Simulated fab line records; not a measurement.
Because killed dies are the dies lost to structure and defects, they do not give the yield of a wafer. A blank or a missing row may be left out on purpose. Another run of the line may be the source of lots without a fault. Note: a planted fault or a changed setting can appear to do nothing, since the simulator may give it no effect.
The tool behind it: which one?	flow n5_finfet	24 lots with 72 wafers sampled at 3 steps, on a route of 1938 steps

## WHAT THE GAUGES READ, wafer by wafer
N5_BEOL_M11_THK_MEAS_01.
lot	measured	on	M11_ILD_THK (nm)
L074	day 10 02:31	film_metro-02	265 268 273
L075	day 10 09:44	film_metro-01	271 273 272
L076	day 10 16:04	film_metro-01	264 264 269
L078	day 11 01:16	film_metro-01	267 271 269
L077	day 11 02:27	film_metro-02	269 269 271
L080	day 11 20:52	film_metro-02	262 267 267
L079	day 11 22:17	film_metro-02	264 269 270
L081	day 12 03:06	film_metro-02	264 263 271
L082	day 12 15:29	film_metro-02	265 264 272
L083	day 12 17:16	film_metro-01	264 269 269
L086	day 13 07:49	film_metro-01	263 263 271
L084	day 13 06:46	film_metro-01	266 269 270
L087	day 13 11:20	film_metro-02	268 269 275
L085	day 13 16:20	film_metro-01	267 267 272
L088	day 13 16:34	film_metro-01	270 271 271
L089	day 14 13:36	film_metro-01	265 265 267
L090	day 14 13:47	film_metro-02	263 269 267
L091	day 14 15:17	film_metro-02	262 267 269
L092	day 15 03:22	film_metro-02	266 269 268
L095	day 15 13:14	film_metro-01	265 262 269
L093	day 15 16:05	film_metro-01	263 265 268
L094	day 15 20:20	film_metro-02	267 265 272
L097	day 15 22:15	film_metro-01	266 266 273
L096	day 16 09:47	film_metro-01	266 271 270

## EACH LOT AND THE TOOL THAT RAN IT (in order: tool; ch and the chambers of the sampled wafers; start)
lot	N5_BEOL_M9_DEP_56	N5_BEOL_M10_STRIP_19
L074	pecvd-03 ch 1,2, day 9 17:22	rie_diel-04 ch 1,3, day 9 19:29
L075	pecvd-03 ch 1,2, day 10 02:05	rie_diel-04 ch 0,1,3, day 10 04:26
L076	pecvd-02 ch 0,1,2, day 10 06:40	rie_diel-06 ch 1,3, day 10 09:29
L078	pecvd-02 ch 0,1,2, day 10 17:36	rie_diel-06 ch 0,1,3, day 10 21:05
L077	pecvd-01 ch 0,1,2, day 10 18:13	rie_diel-06 ch 0,2,3, day 10 21:19
L080	pecvd-03 ch 0,1, day 11 07:53	rie_diel-04 ch 0,3, day 11 12:51
L079	pecvd-03 ch 0,2, day 11 13:37	rie_diel-03 ch 0,2,3, day 11 17:20
L081	pecvd-02 ch 0,1,2, day 11 18:28	rie_diel-04 ch 0,1,3, day 11 21:23
L082	pecvd-02 ch 1,2, day 12 06:48	rie_diel-03 ch 0,1,2, day 12 09:31
L083	pecvd-03 ch 0,2, day 12 06:58	rie_diel-04 ch 0,1,2, day 12 09:56
L086	pecvd-03 ch 1,2, day 12 22:38	rie_diel-06 ch 0,1,3, day 13 00:50
L084	pecvd-03 ch 0,1, day 12 23:23	rie_diel-03 ch 0,1, day 13 01:03
L087	pecvd-01 ch 0,1, day 13 03:12	rie_diel-04 ch 0,2,3, day 13 06:23
L085	pecvd-03 ch 0,1,2, day 13 05:23	rie_diel-03 ch 0,1,2, day 13 09:35
L088	pecvd-02 ch 0,1, day 13 07:53	rie_diel-04 ch 0,3, day 13 10:23
L089	pecvd-03 ch 1,2, day 14 03:35	rie_diel-04 ch 0,1,2, day 14 05:55
L090	pecvd-03 ch 0,1,2, day 14 03:51	rie_diel-03 ch 1,2,3, day 14 06:09
L091	pecvd-01 ch 0,1,2, day 14 04:49	rie_diel-06 ch 1,2,3, day 14 10:50
L092	pecvd-02 ch 0,1,2, day 14 18:46	rie_diel-06 ch 0,2,3, day 14 21:38
L095	pecvd-01 ch 0,1, day 15 01:41	rie_diel-04 ch 1,2,3, day 15 04:53
L093	pecvd-02 ch 0,2, day 15 06:03	rie_diel-04 ch 0,1,3, day 15 09:03
L094	pecvd-01 ch 0,1, day 15 09:59	rie_diel-03 ch 0,3, day 15 13:38
L097	pecvd-02 ch 0,1, day 15 12:46	rie_diel-03 ch 1,2,3, day 15 15:58
L096	pecvd-03 ch 1,2, day 15 21:04	rie_diel-04 ch 0,2,3, day 16 00:06
- N5_BEOL_M9_DEP_56: deposits SiCN from 3MS/NH3, target thk 15 nm, time 26.5 s.
- N5_BEOL_M10_STRIP_19: strips in O2.

## AS READ BY THE TOOLS THEMSELVES (means over the sampled wafers that have a number; for cases with no such wafer, the mark the record gives instead)
N5_BEOL_M9_DEP_56.
lot	tool	showerhead_plenum_p_Torr (Torr)	throttle_valve_pct (%)
L074	pecvd-03	3.682	9.1
L075	pecvd-03	3.671	8.6
L076	pecvd-02	3.647	9.1
L078	pecvd-02	3.645	9.3
L077	pecvd-01	3.660	9.2
L080	pecvd-03	3.668	9.3
L079	pecvd-03	3.662	8.9
L081	pecvd-02	3.649	9.2
L082	pecvd-02	3.641	9.5
L083	pecvd-03	3.661	9.2
L086	pecvd-03	3.673	8.7
L084	pecvd-03	3.666	9.6
L087	pecvd-01	3.659	9.2
L085	pecvd-03	3.670	9.3
L088	pecvd-02	3.657	9.0
L089	pecvd-03	3.677	9.0
L090	pecvd-03	3.666	9.1
L091	pecvd-01	3.656	9.3
L092	pecvd-02	3.656	9.2
L095	pecvd-01	3.654	9.4
L093	pecvd-02	3.658	8.9
L094	pecvd-01	3.655	9.2
L097	pecvd-02	3.660	9.2
L096	pecvd-03	3.673	9.3

N5_BEOL_M10_STRIP_19.
lot	tool	drypump_motor_current_A (A)	oes_product_au (a.u.)	rf_vpp_V (V)	showerhead_plenum_p_Torr (Torr)	throttle_valve_pct (%)
L074	rie_diel-04	5.8	0.84	3.5	2.06	16.82
L075	rie_diel-04	5.8	0.81	4.3	2.04	16.72
L076	rie_diel-06	5.5	0.85	4.0	2.03	16.66
L078	rie_diel-06	5.6	0.84	4.1	2.03	16.64
L077	rie_diel-06	5.8	0.81	3.9	2.02	16.75
L080	rie_diel-04	5.6	0.79	3.6	2.04	16.86
L079	rie_diel-03	5.4	0.86	3.4	2.14	16.55
L081	rie_diel-04	5.8	0.79	3.7	2.03	16.75
L082	rie_diel-03	5.5	0.90	3.9	2.14	16.59
L083	rie_diel-04	5.8	0.84	4.0	2.03	16.55
L086	rie_diel-06	5.6	0.82	3.2	2.03	16.69
L084	rie_diel-03	6.1	0.92	3.7	2.20	16.62
L087	rie_diel-04	5.7	0.82	3.5	2.03	16.70
L085	rie_diel-03	5.5	0.87	3.1	2.14	16.60
L088	rie_diel-04	5.5	0.74	4.2	2.01	16.81
L089	rie_diel-04	5.8	0.80	3.7	2.03	16.58
L090	rie_diel-03	5.9	0.87	3.5	2.16	16.44
L091	rie_diel-06	5.6	0.85	3.9	2.09	16.65
L092	rie_diel-06	5.8	0.85	3.7	2.10	16.64
L095	rie_diel-04	5.9	0.82	4.3	2.04	16.71
L093	rie_diel-04	5.7	0.76	3.5	2.02	16.80
L094	rie_diel-03	5.5	0.81	3.1	2.15	16.79
L097	rie_diel-03	6.0	0.85	4.1	2.16	16.48
L096	rie_diel-04	5.7	0.79	3.7	2.02	16.74

## THE ANSWER, worked out from the rows above alone
Rule: usual is defined by the lots themselves. Put in order of their means at a reading, lots are off if they are a third of the lots or fewer, leave a main group of 4 or more, and stand apart from it by a gap of 3 or more times the standard deviation of the main group's means; of several such gaps the widest counts. A main group whose means are all the same, to the digits that the tables above print for the reading, isn't used. Also off: a lot with no number at a reading for which 4 or more lots have one. All remaining lots with rows at the step are treated as sound. After the gauges, taken in route order, come the tools' own readings; for these a lot's mean is taken, as printed above. The first step at which some lot is off is used, and at that step the reading that is off furthest; a lot without a number counts as furthest.
No lot is off at any reading shown: from this, nothing can be told.

## WHAT THE SIMULATOR PUT IN
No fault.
